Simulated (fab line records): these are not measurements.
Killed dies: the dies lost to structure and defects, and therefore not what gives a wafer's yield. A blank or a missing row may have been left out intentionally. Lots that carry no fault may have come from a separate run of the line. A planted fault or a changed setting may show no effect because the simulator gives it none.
Matching of chambers    flow n5 finfet    pecvd-01 running N5_BEOL_M0_SAQP_PECVD_96: 3 sister chambers
The step deposits a-Si from SiH4/He, target thk 45 nm, time 45.2 s. 3 wafers are shown with their chamber, then 7 later ones without.

== WAFERS WITH THEIR CHAMBER ==
wafer   chamber  throttle valve pct (%)
L082.4  2        17.1
L089.1  0        18.3
L089.2  1        18.8

== WAFERS WITHOUT THEIR CHAMBER ==
wafer   throttle valve pct (%)
L089.6  17.1
L095.3  17.2
L095.5  17.2
L095.6  18.8
L096.3  17.1
L096.4  17.2
L096.5  18.7

== THE CHAMBER EACH PASSED THROUGH ==
wafer   from the rows above  in truth
L089.6  2                    2
L095.3  2                    2
L095.5  2                    2
L095.6  1                    1
L096.3  2                    2
L096.4  2                    2
L096.5  1                    1
Correctly placed: 7 of 7. Number that these rows cannot place: 0. Number placed wrongly: 0.
How it was worked out, from the rows above alone: a wafer's distance from a chamber is the root of the sum, over the readings, of the square of ((its reading less the chamber's mean) divided by the reading's scatter). If the next closest chamber is less than 2 further off than the closest, the wafer can't be placed; otherwise it belongs to the closest. A chamber's mean is the mean of its shown wafers. The scatter (one wafer shown for each chamber): square how far every hidden wafer sits from the nearest shown wafer, average those squares and take the square root.
